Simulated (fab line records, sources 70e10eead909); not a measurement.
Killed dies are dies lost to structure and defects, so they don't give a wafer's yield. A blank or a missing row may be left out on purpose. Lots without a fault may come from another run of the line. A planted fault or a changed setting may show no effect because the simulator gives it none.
fab line records | flow nand_harc
record lots=5 wafers=15 last_day=33
route steps=1302 shown A_STAIRCASE@647
lots that met no fault: from a run of the same line without faults
start_h: hours from the record's first day to the start of the lot's first wafer shown | wait_h: hours since the lot's step before | " the same as in the row above | L1.1+2: a row that stands for several wafers | - no value, or no start given | * or withheld: withheld | < > ~ a bound
route shown NAME@n: a module of which the file shows steps, and the number in the route of the first | usual: mean/standard deviation of fault-free wafers | same: alike in all rows | chamber/n: place in a boat | sites: the reading at each site | _std_site: their standard deviation | _edge_site: outer sites' mean less inner sites' | radius_mm: how far each site lies from the wafer's centre | mask NAME#n: copy n | behind: the tool/chamber that last shaped the wafer | hold: why the lot was held/for how many hours/how that ended | device: the transistor (n, p or np) that didn't switch | end of line: the same wafers' tests at the end of the route | a step without rows: its recipe alone | killed: dies lost to structure and defects at the first sort, not the wafer's yield | map: a wafer's dies, x killed, . not, _ none there
set.NAME: the setting as run; set.NAME@STEP: as run at that earlier step | model.NAME: the simulator's own value behind a step, which no gauge read
lots at some steps of the route; a table a step, a row a wafer
services: from which hour (start_h, from the record's first day; less than 0 if before it) a tool's chamber was out of use, for how many hours, and why
## steps
# step NHARC_A_STAIRCASE_DEVELOP_165
# recipe time_s=140
# columns lot.wafer tool chamber start_h wait_h
L082.1+2+6 litho_track-02 0 - -
L084.1+3+5 litho_track-05 0 - -
L087.1+2+4 litho_track-07 0 - -
L093.1+2+3 litho_track-02 0 - -
L096.1+3+4 litho_track-02 0 - -
# step NHARC_A_STAIRCASE_HARDBAKE_167
# recipe temp_c=120 time_s=140
# columns lot.wafer tool chamber start_h wait_h
L082.1+2+6 litho_track-02 0 421.21 -
L084.1+3+5 litho_track-05 0 452.58 -
L087.1+2+4 litho_track-02 0 480.55 -
L093.1+2+3 litho_track-02 0 539.78 -
L096.1+3+4 litho_track-05 0 573.49 -
# step NHARC_A_STAIRCASE_DESCUM_168
# recipe time_s=3 o2_flow_sccm=200 ar_flow_sccm=0 bias_power_w=0 chemistry=O2
# usual chamber_pressure_mTorr=60.00/0.053 drypump_motor_current_A=6.13/0.26 o2_flow_sccm=200.0/0.5 oes_product_au=1.000/0.0095 rf_vpp_V=57.8/0.89 showerhead_plenum_p_Torr=1.91/0.061 throttle_valve_pct=11.309/0.009
# columns lot.wafer tool chamber start_h wait_h chamber_pressure_mTorr drypump_motor_current_A o2_flow_sccm oes_product_au rf_hours_counter_h rf_vpp_V showerhead_plenum_p_Torr throttle_valve_pct
L082.2 rie_diel-03 0 421.30 - 60.04 6.08 199.7 1.004 47 56.6 1.89 11.317
L082.1 " 1 " " 60.06 6.28 198.8 0.988 44 57.2 1.87 11.288
L082.6 " 0 " " 59.99 6.07 200.7 1.012 - 58.8 1.89 11.310
L084.1 rie_diel-03 1 452.67 - 59.91 6.30 200.0 0.992 52 58.7 1.87 11.310
L084.3 " 3 " " 60.02 6.14 201.1 0.997 48 58.9 1.99 11.297
L084.5 " 1 " " 59.95 6.29 199.8 1.002 - 56.8 1.87 11.291
L087.1 rie_diel-01 2 480.65 - 59.95 5.98 200.1 1.006 30 57.3 1.84 11.299
L087.2 " 3 " " 59.94 6.47 201.2 1.008 27 56.2 1.91 11.307
L087.4 " 1 " " 60.08 6.48 199.8 1.006 29 56.9 1.86 11.311
L093.1 rie_diel-03 1 539.87 - 60.08 6.26 200.0 0.987 25 59.3 1.86 11.310
L093.3 " 2 " " 59.92 6.04 200.2 1.002 20 58.3 2.02 11.295
L093.2 " 3 " " 60.05 6.21 199.8 0.997 18 59.2 1.98 11.309
L096.1 rie_diel-03 2 573.59 - 59.98 6.06 200.5 1.014 35 58.7 2.01 11.297
L096.3 " 3 " " 60.05 6.14 200.0 0.998 32 57.8 1.98 11.305
L096.4 " 0 " " 60.04 6.05 200.1 1.013 38 58.6 1.88 11.298
# step NHARC_A_STAIRCASE_ETCH_169
# recipe target_depth_a=500 time_s=107.1 ion_energy_ev=120 ch3f_flow_sccm=50 o2_flow_sccm=30 ar_flow_sccm=200 rf_w=500 bias_w=100 chemistry=CH3F/O2
# usual chamber_pressure_mTorr=25.000/0.023 drypump_motor_current_A=6.12/0.28 o2_flow_sccm=30.01/0.089 oes_product_au=0.956/0.017 rf_vpp_V=244.3/1.3 showerhead_plenum_p_Torr=2.46/0.075 throttle_valve_pct=20.664/0.009
# columns lot.wafer tool chamber start_h wait_h chamber_pressure_mTorr drypump_motor_current_A o2_flow_sccm oes_product_au rf_hours_counter_h rf_vpp_V showerhead_plenum_p_Torr throttle_valve_pct
L082.1 rie_diel-03 3 421.51 0.2 24.975 6.17 29.92 0.950 42 245.4 2.56 20.667
L082.2 " 2 " " 24.985 6.05 30.09 0.949 44 247.3 2.60 20.652
L082.6 " 0 " " 24.995 6.03 30.03 0.959 - 243.7 2.43 20.660
L084.3 rie_diel-03 1 453.27 0.6 25.035 6.30 29.85 0.919 53 243.3 2.41 20.658
L084.1 " 2 " " 24.996 6.07 29.88 0.913 52 246.0 2.60 20.664
L084.5 " 3 " " 24.996 6.21 30.11 0.923 - 244.4 2.55 20.670
L087.4 rie_diel-01 2 480.74 0.1 25.019 5.98 29.96 0.965 30 243.7 2.37 20.658
L087.2 " 0 " " 24.997 5.63 30.03 0.977 26 245.3 2.45 20.671
L087.1 " 1 " " 24.997 6.47 29.91 0.978 29 242.7 2.39 20.676
L093.1 rie_diel-03 0 540.01 0.1 24.978 6.06 30.05 0.965 25 242.9 2.42 20.653
L093.2 " 1 " " 25.015 6.29 29.99 0.922 25 243.7 2.40 20.648
L093.3 " 2 " " 25.019 6.07 29.86 0.955 20 245.8 2.59 20.641
L096.3 rie_diel-03 0 573.67 0.1 25.020 6.07 30.11 0.980 38 244.3 2.41 20.676
L096.4 " 1 " " 24.973 6.30 30.17 0.950 40 244.7 2.39 20.661
L096.1 " 2 " " 24.951 6.02 30.01 0.959 35 246.3 2.58 20.680
# step NHARC_A_STAIRCASE_ETCH_170
# recipe target_depth_a=2000 time_s=66.667 ion_energy_ev=250 c4f6_flow_sccm=25 o2_flow_sccm=20 ar_flow_sccm=500 rf_w=600 bias_w=500 chemistry=C4F6/O2
# usual chamber_pressure_mTorr=29.999/0.027 drypump_motor_current_A=6.14/0.28 o2_flow_sccm=19.99/0.056 oes_product_au=0.973/0.014 rf_vpp_V=546.7/2.5 showerhead_plenum_p_Torr=3.92/0.11 throttle_valve_pct=26.903/0.0094
# columns lot.wafer tool chamber start_h wait_h chamber_pressure_mTorr drypump_motor_current_A o2_flow_sccm oes_product_au rf_hours_counter_h rf_vpp_V showerhead_plenum_p_Torr throttle_valve_pct
L082.1 rie_diel-03 1 - - 30.007 6.31 19.98 0.957 44 546.0 3.85 26.905
L082.2 " 3 " " 29.991 6.21 20.01 0.977 42 548.6 4.07 26.899
L082.6 " 2 " " 30.040 6.06 20.12 0.947 - 550.8 4.14 26.910
L084.3 rie_diel-03 2 - - 30.039 6.04 19.94 0.936 52 551.1 4.13 26.912
L084.1 " 3 " " 30.003 6.23 20.06 0.942 49 547.6 4.07 26.900
L084.5 " 2 " " 29.999 6.01 19.95 0.930 - 550.3 4.13 26.905
L087.2 rie_diel-01 2 - - 30.002 6.03 20.04 0.980 30 543.9 3.79 26.909
L087.4 " 0 " " 29.966 5.66 19.85 0.982 26 547.9 3.91 26.902
L087.1 " 1 " " 30.012 6.48 20.03 0.984 29 544.3 3.81 26.911
L093.3 rie_diel-03 0 - - 29.969 6.08 20.06 0.997 25 544.3 3.86 26.893
L093.1 " 1 " " 30.009 6.30 19.90 0.968 26 545.3 3.83 26.892
L093.2 " 2 " " 29.979 6.04 19.93 0.989 20 551.0 4.12 26.889
L096.1 rie_diel-03 2 - - 29.996 6.08 19.90 0.971 35 549.7 4.11 26.911
L096.4 " 3 " " 30.000 6.22 20.03 0.963 32 550.2 4.05 26.887
L096.3 " 0 " " 29.989 6.06 20.03 0.993 38 546.1 3.85 26.898
# step NHARC_A_STAIRCASE_STRIP_171
# recipe power_w=1500 temp_c=250 chemistry=O2
# usual drypump_motor_current_A=5.5/0.38 heater_power_w=347/11 temp_c=250.03/0.19
# columns lot.wafer tool chamber start_h wait_h drypump_motor_current_A heater_power_w rf_hours_counter_h temp_c
L082.2 plasma_asher-02 1 421.75 - 6.0 354 34 249.79
L082.1 " 0 " " 5.8 336 34 249.77
L082.6 " 0 " " 5.8 342 - 249.78
L084.1 plasma_asher-02 1 453.48 - 6.1 351 2 250.31
L084.3 " 0 " " 5.8 335 - 250.03
L084.5 " 0 " " 5.8 325 - 250.28
L087.2 plasma_asher-01 1 480.97 - 5.5 348 29 249.75
L087.1 " 0 " " 5.1 352 29 250.46
L087.4 " 0 " " 5.0 352 - 250.43
L093.1 plasma_asher-01 1 540.26 - 5.5 343 2 249.79
L093.2 " 0 " " 5.0 358 2 249.87
L093.3 " 1 " " 5.5 330 - 250.26
L096.1 plasma_asher-02 1 573.90 - 6.1 350 27 249.78
L096.4 " 1 " " 6.0 354 - 249.93
L096.3 " 0 " " 5.8 333 - 250.04
# step NHARC_A_STAIRCASE_STRIP_172
# recipe time_s=900 temp_c=130 chemistry=SPM
# usual temp_c=130.01/0.12
# columns lot.wafer tool chamber start_h wait_h temp_c
L082.1 wet_bench-05 5 422.11 0.3 129.87
L082.2 " 7 " " 130.07
L082.6 " 0 " " 130.25
L084.1 wet_bench-04 0 453.84 0.3 130.24
L084.3 " 2 " " 130.02
L084.5 " 3 " " 129.96
L087.1 wet_bench-04 5 481.33 0.3 129.86
L087.2 " 7 " " 130.17
L087.4 " 0 " " 129.80
L093.2 wet_bench-05 5 540.62 0.3 129.95
L093.1 " 6 " " 130.08
L093.3 " 0 " " 130.23
L096.1 wet_bench-09 0 574.25 0.3 129.80
L096.4 " 1 " " 129.98
L096.3 " 2 " " 130.20
# step NHARC_A_STAIRCASE_PRECLEAN_173
# recipe time_s=* temp_c=50 bath_age_min=0 chemistry=SC1
# usual temp_c=50.00/0.11
# columns lot.wafer tool chamber start_h wait_h temp_c
L082.1 wet_bench-05 5 - - 49.92
L082.2 " 7 " " 49.91
L082.6 " 0 " " 50.10
L084.1 wet_bench-04 0 - - 49.98
L084.3 " 2 " " 49.95
L084.5 " 3 " " 49.89
L087.1 wet_bench-04 5 - - 50.24
L087.2 " 7 " " 50.11
L087.4 " 0 " " 50.05
L093.2 wet_bench-05 5 - - 50.04
L093.1 " 6 " " 50.01
L093.3 " 0 " " 50.06
L096.1 wet_bench-09 0 - - 50.00
L096.4 " 1 " " 50.10
L096.3 " 2 " " 50.01
# step NHARC_A_STAIRCASE_SRD_174
# columns lot.wafer tool chamber start_h wait_h
L082.1+2+6 wet_bench-05 5,7,0 - -
L084.1+3+5 wet_bench-04 0,2,3 - -
L087.1+2+4 wet_bench-04 5,7,0 - -
L093.2+1+3 wet_bench-05 5,6,0 - -
L096.1+4+3 wet_bench-09 0,1,2 - -
# step NHARC_A_STAIRCASE_DEHYDRATE_01
# recipe temp_c=150 time_s=120
# columns lot.wafer tool chamber start_h wait_h
L082.1+2+6 litho_track-02 0 422.55 -
L084.1+3+5 litho_track-07 0 454.28 -
L087.1+2+4 litho_track-02 0 481.78 -
L093.1+2+3 litho_track-05 0 541.07 -
L096.1+3+4 litho_track-05 0 574.70 -
# step NHARC_A_STAIRCASE_HMDS_02
# recipe time_s=30
# columns lot.wafer tool chamber start_h wait_h
L082.1+2+6 litho_track-02 0 - -
L084.1+3+5 litho_track-07 0 - -
L087.1+2+4 litho_track-02 0 - -
L093.1+2+3 litho_track-05 0 - -
L096.1+3+4 litho_track-05 0 - -
# step NHARC_A_STAIRCASE_COAT_03
# recipe spin_rpm=1200
# columns lot.wafer tool chamber start_h wait_h
L082.1+2+6 litho_track-02 0 - -
L084.1+3+5 litho_track-07 0 - -
L087.1+2+4 litho_track-02 0 - -
L093.1+2+3 litho_track-05 0 - -
L096.1+3+4 litho_track-05 0 - -
# step NHARC_A_STAIRCASE_SOFTBAKE_04
# recipe temp_c=135 time_s=170
# columns lot.wafer tool chamber start_h wait_h
L082.1+2+6 litho_track-02 0 - -
L084.1+3+5 litho_track-07 0 - -
L087.1+2+4 litho_track-02 0 - -
L093.1+2+3 litho_track-05 0 - -
L096.1+3+4 litho_track-05 0 - -
# step NHARC_A_STAIRCASE_EBR_05
# columns lot.wafer tool chamber start_h wait_h
L082.1+2+6 litho_track-02 0 - -
L084.1+3+5 litho_track-07 0 - -
L087.1+2+4 litho_track-02 0 - -
L093.1+2+3 litho_track-05 0 - -
L096.1+3+4 litho_track-05 0 - -
# step NHARC_A_STAIRCASE_EXPOSE_06
# recipe na=0.5 dose_mj=25.43 mask_id=STAIR
# columns lot.wafer tool chamber start_h wait_h mask
L082.1+2+6 krf_scanner-04 0 422.89 - STAIR#0
L084.1+3+5 krf_scanner-04 0 454.49 - STAIR#0
L087.1+2+4 krf_scanner-03 0 481.98 - STAIR#0
L093.1+2+3 krf_scanner-04 0 541.40 - STAIR#0
L096.1+3+4 krf_scanner-03 0 575.03 - STAIR#0
# step NHARC_A_STAIRCASE_PEB_07
# recipe peb_temp_c=115 peb_time_s=130
# columns lot.wafer tool chamber start_h wait_h
L082.1+2+6 litho_track-07 0 422.96 0.1
L084.1+3+5 litho_track-07 0 454.56 0.1
L087.1+2+4 litho_track-07 0 482.05 0.1
L093.1+2+3 litho_track-07 0 541.47 0.1
L096.1+3+4 litho_track-07 0 575.10 0.1
# step NHARC_A_STAIRCASE_DEVELOP_08
# recipe time_s=140
# columns lot.wafer tool chamber start_h wait_h
L082.1+2+6 litho_track-07 0 - -
L084.1+3+5 litho_track-07 0 - -
L087.1+2+4 litho_track-07 0 - -
L093.1+2+3 litho_track-07 0 - -
L096.1+3+4 litho_track-07 0 - -
# step NHARC_A_STAIRCASE_HARDBAKE_10
# recipe temp_c=120 time_s=140
# columns lot.wafer tool chamber start_h wait_h
L082.1+2+6 litho_track-05 0 423.18 -
L084.1+3+5 litho_track-02 0 454.77 -
L087.1+2+4 litho_track-02 0 482.27 -
L093.1+2+3 litho_track-07 0 541.69 -
L096.1+3+4 litho_track-02 0 575.32 -
# step NHARC_A_STAIRCASE_DESCUM_11
# recipe time_s=3 o2_flow_sccm=200 ar_flow_sccm=0 bias_power_w=0 chemistry=O2
# usual chamber_pressure_mTorr=60.00/0.058 drypump_motor_current_A=6.0/0.37 o2_flow_sccm=200.1/0.56 oes_product_au=1.000/0.0087 rf_vpp_V=57.6/0.89 showerhead_plenum_p_Torr=1.90/0.063 throttle_valve_pct=11.310/0.0088
# columns lot.wafer tool chamber start_h wait_h chamber_pressure_mTorr drypump_motor_current_A o2_flow_sccm oes_product_au rf_hours_counter_h rf_vpp_V showerhead_plenum_p_Torr throttle_valve_pct
L082.1 rie_diel-01 2 423.27 - 59.87 6.0 199.9 0.999 9 58.0 1.85 11.297
L082.2 " 1 " " 60.06 6.5 199.5 0.997 8 56.9 1.86 11.289
L082.6 " 3 " " 60.05 6.5 200.5 1.003 - 57.5 1.92 11.305
L084.3 rie_diel-03 2 454.87 - 59.99 6.1 200.4 1.010 52 58.0 2.03 11.313
L084.1 " 3 " " 60.07 6.2 200.7 1.003 49 57.7 1.99 11.309
L084.5 " 1 " " 59.98 6.3 200.6 0.999 - 56.6 1.87 11.314
L087.2 rie_diel-07 3 482.37 - 60.02 5.9 200.9 0.999 0 58.0 1.98 11.289
L087.1 " 0 " " 59.98 5.2 199.7 0.999 0 56.0 1.88 11.323
L087.4 " 1 " " 59.95 6.0 200.0 0.993 0 57.0 1.89 11.295
L093.2 rie_diel-07 1 541.78 - 60.02 6.0 199.2 0.997 19 58.8 1.89 11.295
L093.3 " 3 " " 59.99 5.8 199.6 1.011 20 57.9 1.97 11.318
L093.1 " 0 " " 59.85 5.1 199.8 0.991 19 57.0 1.88 11.305
L096.4 rie_diel-01 2 575.41 - 59.94 6.0 200.0 1.020 1 58.2 1.83 11.303
L096.1 " 0 " " 60.04 5.7 200.1 1.001 1 58.1 1.90 11.320
L096.3 " 1 " " 59.98 6.5 199.1 1.029 1 56.8 1.85 11.306
# step NHARC_A_STAIRCASE_TRIM_12
# recipe time_s=211.2 o2_flow_sccm=500 ar_flow_sccm=0 bias_w=0 chemistry=O2
# usual chamber_pressure_mTorr=60.00/0.059 drypump_motor_current_A=6.0/0.37 o2_flow_sccm=499.9/1.4 oes_product_au=0.999/0.0086 rf_vpp_V=57.7/0.97 showerhead_plenum_p_Torr=3.51/0.11 throttle_valve_pct=17.036/0.0094
# columns lot.wafer tool chamber start_h wait_h chamber_pressure_mTorr drypump_motor_current_A o2_flow_sccm oes_product_au rf_hours_counter_h rf_vpp_V showerhead_plenum_p_Torr throttle_valve_pct
L082.1 rie_diel-01 0 423.37 0.1 60.07 5.7 498.6 0.995 7 57.0 3.53 17.028
L082.2 " 2 " " 60.07 6.0 500.4 0.997 9 58.3 3.41 17.037
L082.6 " 3 " " 59.99 6.5 502.2 0.990 - 57.5 3.54 17.036
L084.1 rie_diel-03 3 454.97 0.1 59.96 6.2 499.1 0.989 49 57.1 3.66 17.027
L084.3 " 1 " " 59.94 6.3 500.6 0.991 53 57.5 3.46 17.025
L084.5 " 3 " " 59.98 6.2 500.7 0.996 - 57.6 3.66 17.030
L087.1 rie_diel-07 0 482.44 0.1 59.95 5.1 501.4 1.005 0 56.9 3.48 17.040
L087.2 " 2 " " 60.01 5.7 500.1 0.994 0 57.1 3.32 17.040
L087.4 " 3 " " 60.05 5.9 501.1 1.007 0 58.7 3.63 17.056
L093.2 rie_diel-07 1 541.88 0.1 59.98 6.0 499.8 0.992 19 56.7 3.48 17.043
L093.1 " 2 " " 60.02 5.6 500.6 1.006 21 57.8 3.31 17.046
L093.3 " 3 " " 60.02 5.9 498.4 1.010 20 58.7 3.62 17.047
L096.3 rie_diel-01 0 575.50 0.1 59.98 5.7 498.5 0.993 1 57.7 3.50 17.036
L096.4 " 1 " " 59.90 6.5 501.9 1.012 1 58.8 3.41 17.031
L096.1 " 2 " " 60.04 6.0 501.0 1.000 1 56.0 3.39 17.038
# step NHARC_A_STAIRCASE_ETCH_13
# recipe target_depth_a=1000 time_s=40.5 ion_energy_ev=400 c4f8_flow_sccm=20 o2_flow_sccm=10 ar_flow_sccm=withheld rf_w=600 bias_w=1000 chemistry=C4F8/O2
# usual chamber_pressure_mTorr=24.998/0.022 oes_product_au=0.943/0.013 rf_vpp_V=895/4.1
# columns lot.wafer tool chamber start_h wait_h chamber_pressure_mTorr oes_product_au rf_hours_counter_h rf_vpp_V
L082.2 rie_diel-01 2 - - 25.006 0.948 9 892
L082.1 " 3 " " 25.016 0.946 8 896
L082.6 " 1 " " 25.012 0.964 - 893
L084.1 rie_diel-03 1 - - 24.996 0.939 53 893
L084.3 " 3 " " 25.023 0.942 49 900
L084.5 " 2 " " 25.050 0.934 - 904
L087.1 rie_diel-07 1 - - 25.012 0.937 0 896
L087.2 " 2 " " 24.994 0.949 0 889
L087.4 " 0 " " 25.001 0.938 0 894
L093.1 rie_diel-07 0 - - 24.999 0.915 19 894
L093.2 " 2 " " 24.981 0.922 21 888
L093.3 " 3 " " 24.998 0.935 20 900
L096.4 rie_diel-01 0 - - 25.026 0.946 1 894
L096.3 " 1 " " 25.003 0.961 1 892
L096.1 " 2 " " 24.982 0.963 1 890
# step NHARC_A_STAIRCASE_TRIM_14
# recipe time_s=211.2 o2_flow_sccm=500 ar_flow_sccm=0 bias_w=0 chemistry=O2
# usual chamber_pressure_mTorr=60.00/0.059 drypump_motor_current_A=6.0/0.37 o2_flow_sccm=499.9/1.5 oes_product_au=0.999/0.0093 rf_vpp_V=57.7/0.92 showerhead_plenum_p_Torr=3.51/0.11 throttle_valve_pct=17.037/0.0083
# columns lot.wafer tool chamber start_h wait_h chamber_pressure_mTorr drypump_motor_current_A o2_flow_sccm oes_product_au rf_hours_counter_h rf_vpp_V showerhead_plenum_p_Torr throttle_valve_pct
L082.2 rie_diel-01 0 - - 60.06 5.7 498.9 0.986 7 56.3 3.53 17.016
L082.1 " 1 " " 60.06 6.5 498.9 0.993 8 56.9 3.44 17.043
L082.6 " 2 " " 60.01 6.0 499.5 0.998 - 57.5 3.41 17.022
L084.3 rie_diel-03 3 - - 59.98 6.2 499.9 1.002 49 58.5 3.66 17.043
L084.1 " 0 " " 60.07 6.1 499.3 1.005 53 56.9 3.48 17.045
L084.5 " 2 " " 60.03 6.0 498.6 1.007 - 57.5 3.72 17.039
L087.1 rie_diel-07 2 - - 59.96 5.7 503.7 0.999 0 56.6 3.32 17.041
L087.2 " 3 " " 60.03 5.9 500.6 1.010 0 58.3 3.64 17.020
L087.4 " 1 " " 60.00 6.0 501.9 0.987 0 56.4 3.49 17.040
L093.2 rie_diel-07 2 - - 60.05 5.7 501.1 1.010 21 54.9 3.31 17.027
L093.1 " 3 " " 59.94 5.9 502.1 1.016 21 57.9 3.62 17.041
L093.3 " 0 " " 60.02 5.1 500.5 0.988 19 57.1 3.47 17.051
L096.1 rie_diel-01 3 - - 60.06 6.5 497.0 1.007 1 57.3 3.51 17.046
L096.3 " 0 " " 59.93 5.7 501.4 0.993 1 57.4 3.50 17.038
L096.4 " 2 " " 60.04 6.0 499.7 0.996 1 58.0 3.39 17.044
# step NHARC_A_STAIRCASE_ETCH_15
# recipe target_depth_a=1000 time_s=40.5 ion_energy_ev=400 c4f8_flow_sccm=20 o2_flow_sccm=10 ar_flow_sccm=withheld rf_w=600 bias_w=1000 chemistry=C4F8/O2
# usual chamber_pressure_mTorr=25.001/0.02 oes_product_au=0.943/0.011 rf_vpp_V=895/4.1
# columns lot.wafer tool chamber start_h wait_h chamber_pressure_mTorr oes_product_au rf_hours_counter_h rf_vpp_V
L082.2 rie_diel-01 1 - - 25.005 0.958 8 893
L082.1 " 3 " " 24.983 0.937 8 897
L082.6 " 1 " " 24.996 0.956 - 891
L084.1 rie_diel-03 1 - - 24.980 0.943 53 892
L084.3 " 0 " " 25.028 0.953 53 895
L084.5 " 2 " " 25.031 0.938 - 902
L087.4 rie_diel-07 2 - - 25.047 0.954 0 886
L087.1 " 3 " " 25.001 0.948 0 899
L087.2 " 1 " " 25.021 0.945 0 896
L093.1 rie_diel-07 3 - - 25.022 0.940 21 899
L093.3 " 0 " " 24.979 0.938 19 893
L093.2 " 1 " " 24.986 0.934 20 895
L096.3 rie_diel-01 1 - - 24.969 0.965 1 892
L096.1 " 2 " " 24.988 0.955 1 891
L096.4 " 3 " " 24.970 0.940 1 894
# step NHARC_A_STAIRCASE_TRIM_16
# recipe time_s=211.2 o2_flow_sccm=500 ar_flow_sccm=0 bias_w=0 chemistry=O2
# usual chamber_pressure_mTorr=60.00/0.052 drypump_motor_current_A=6.0/0.38 o2_flow_sccm=500.0/1.6 oes_product_au=1.001/0.0089 rf_vpp_V=57.7/0.92 showerhead_plenum_p_Torr=3.51/0.11 throttle_valve_pct=17.036/0.0099
# columns lot.wafer tool chamber start_h wait_h chamber_pressure_mTorr drypump_motor_current_A o2_flow_sccm oes_product_au rf_hours_counter_h rf_vpp_V showerhead_plenum_p_Torr throttle_valve_pct
L082.2 rie_diel-01 0 - - 59.99 5.7 500.6 0.998 7 56.4 3.53 17.042
L082.1 " 2 " " 60.05 6.0 500.6 1.003 9 56.8 3.41 17.026
L082.6 " 0 " " 60.00 5.7 500.0 0.992 - 57.6 3.53 17.038
L084.1 rie_diel-03 1 - - 60.07 6.3 500.0 1.002 53 58.5 3.46 17.031
L084.3 " 2 " " 60.07 6.0 499.2 1.001 52 58.6 3.72 17.038
L084.5 " 2 " " 60.02 6.1 499.1 1.011 - 59.2 3.72 17.055
L087.1 rie_diel-07 0 - - 60.07 5.2 501.2 0.997 0 58.2 3.48 17.035
L087.4 " 1 " " 60.09 6.0 501.8 0.986 0 57.1 3.49 17.036
L087.2 " 3 " " 59.90 5.9 500.2 0.999 0 57.5 3.63 17.023
L093.1 rie_diel-07 3 - - 60.03 5.9 499.7 1.010 21 58.2 3.62 17.026
L093.3 " 0 " " 60.05 5.1 501.1 0.997 19 58.5 3.47 17.048
L093.2 " 1 " " 59.99 6.0 498.8 1.003 20 57.6 3.48 17.046
L096.1 rie_diel-01 0 - - 60.02 5.6 501.1 0.996 1 55.0 3.50 17.036
L096.4 " 2 " " 60.01 6.0 499.9 1.014 1 56.8 3.39 17.021
L096.3 " 3 " " 59.96 6.5 497.9 1.006 1 56.2 3.51 17.027
# step NHARC_A_STAIRCASE_ETCH_17
# recipe target_depth_a=1000 time_s=40.5 ion_energy_ev=400 c4f8_flow_sccm=20 o2_flow_sccm=10 ar_flow_sccm=withheld rf_w=600 bias_w=1000 chemistry=C4F8/O2
# usual chamber_pressure_mTorr=25.002/0.022 oes_product_au=0.943/0.011 rf_vpp_V=895/3.9
# columns lot.wafer tool chamber start_h wait_h chamber_pressure_mTorr oes_product_au rf_hours_counter_h rf_vpp_V
L082.2 rie_diel-01 1 - - 24.968 0.957 8 892
L082.1 " 2 " " 24.984 0.955 9 893
L082.6 " 1 " " 25.031 0.968 - 893
L084.3 rie_diel-03 2 - - 24.989 0.957 53 902
L084.1 " 3 " " 25.013 0.947 49 901
L084.5 " 1 " " 24.971 0.949 - 894
L087.2 rie_diel-07 0 - - 25.013 0.942 0 895
L087.4 " 2 " " 24.990 0.959 0 887
L087.1 " 3 " " 25.019 0.954 0 901
L093.2 rie_diel-07 0 - - 24.987 0.928 19 893
L093.3 " 1 " " 24.992 0.925 20 894
L093.1 " 3 " " 24.967 0.940 21 901
L096.4 rie_diel-01 2 - - 25.008 0.957 1 889
L096.3 " 3 " " 24.974 0.944 1 894
L096.1 " 0 " " 25.016 0.943 1 896
# step NHARC_A_STAIRCASE_TRIM_18
# recipe time_s=211.2 o2_flow_sccm=500 ar_flow_sccm=0 bias_w=0 chemistry=O2
# usual chamber_pressure_mTorr=60.00/0.059 drypump_motor_current_A=6.0/0.36 o2_flow_sccm=500.0/1.6 oes_product_au=1.000/0.0084 rf_vpp_V=57.7/0.86 showerhead_plenum_p_Torr=3.50/0.1 throttle_valve_pct=17.035/0.0092
# columns lot.wafer tool chamber start_h wait_h chamber_pressure_mTorr drypump_motor_current_A o2_flow_sccm oes_product_au rf_hours_counter_h rf_vpp_V showerhead_plenum_p_Torr throttle_valve_pct
L082.1 rie_diel-01 3 - - 60.07 6.4 499.4 0.989 8 57.8 3.53 17.053
L082.2 " 1 " " 60.08 6.5 500.6 0.999 8 57.1 3.44 17.049
L082.6 " 3 " " 60.01 6.4 499.9 0.998 - 57.1 3.54 17.049
L084.1 rie_diel-03 0 - - 60.01 6.0 498.7 1.018 53 58.3 3.48 17.052
L084.3 " 1 " " 59.98 6.3 500.6 0.999 53 58.2 3.46 17.030
L084.5 " 0 " " 59.89 6.0 500.9 1.012 - 57.0 3.48 17.029
L087.4 rie_diel-07 2 - - 60.04 5.6 501.4 1.011 0 55.9 3.32 17.038
L087.2 " 3 " " 59.98 5.9 501.1 0.998 0 59.8 3.64 17.050
L087.1 " 1 " " 59.96 6.0 500.3 1.003 0 57.1 3.49 17.032
L093.3 rie_diel-07 1 - - 60.04 6.0 500.6 0.999 20 58.7 3.48 17.045
L093.1 " 2 " " 59.88 5.7 497.0 1.012 22 56.6 3.31 17.039
L093.2 " 3 " " 60.08 5.9 502.4 0.998 21 57.5 3.62 17.035
L096.4 rie_diel-01 1 - - 60.14 6.5 497.9 1.018 1 56.7 3.41 17.034
L096.3 " 3 " " 60.02 6.5 503.7 1.001 1 59.2 3.51 17.035
L096.1 " 0 " " 60.03 5.7 502.4 0.996 1 56.1 3.50 17.037
# step NHARC_A_STAIRCASE_ETCH_19
# recipe target_depth_a=1000 time_s=40.5 ion_energy_ev=400 c4f8_flow_sccm=20 o2_flow_sccm=10 ar_flow_sccm=withheld rf_w=600 bias_w=1000 chemistry=C4F8/O2
# usual chamber_pressure_mTorr=24.996/0.023 oes_product_au=0.941/0.01 rf_vpp_V=895/4
# columns lot.wafer tool chamber start_h wait_h chamber_pressure_mTorr oes_product_au rf_hours_counter_h rf_vpp_V
L082.1 rie_diel-01 2 - - 25.005 0.943 9 890
L082.2 " 3 " " 24.999 0.930 8 896
L082.6 " 1 " " 25.017 0.964 - 893
L084.1 rie_diel-03 2 - - 24.970 0.950 53 902
L084.3 " 1 " " 24.964 0.963 53 894
L084.5 " 3 " " 24.965 0.947 - 901
L087.1 rie_diel-07 0 - - 25.005 0.943 0 894
L087.4 " 2 " " 24.976 0.952 0 890
L087.2 " 3 " " 24.986 0.933 0 899
L093.2 rie_diel-07 0 - - 24.989 0.931 20 892
L093.1 " 1 " " 24.977 0.923 20 895
L093.3 " 2 " " 25.016 0.930 22 887
L096.3 rie_diel-01 0 - - 24.966 0.943 1 896
L096.4 " 1 " " 25.001 0.948 1 891
L096.1 " 2 " " 25.038 0.946 1 891
## services
# columns tool chamber start_h hours kind
litho_track-02 - 402.00 7.0 pm
wet_bench-04 - 403.20 8.0 pm
rie_diel-03 3 412.11 5.2 repair
rie_diel-03 0 417.42 - clean
rie_diel-03 1 417.42 - clean
rie_diel-03 2 417.42 - clean
rie_diel-03 3 417.42 - clean
rie_diel-01 0 418.72 - clean
rie_diel-01 1 418.72 - clean
litho_track-07 - 426.00 7.0 pm
plasma_asher-02 - 426.00 9.0 pm
wet_bench-05 - 436.80 8.0 pm
rie_diel-03 - 458.41 9.0 pm
rie_diel-07 1 464.75 7.1 repair
krf_scanner-04 - 465.21 9.8 repair
rie_diel-07 - 472.80 9.0 pm
litho_track-05 - 474.00 7.0 pm
rie_diel-03 3 497.25 12.1 repair
plasma_asher-01 - 519.04 9.0 pm
krf_scanner-04 - 526.03 4.0 pm
wet_bench-09 - 528.80 8.0 pm
plasma_asher-02 - 544.65 2.8 repair
rie_diel-01 - 562.26 9.0 pm
krf_scanner-03 - 568.00 4.0 pm
## key
fault none
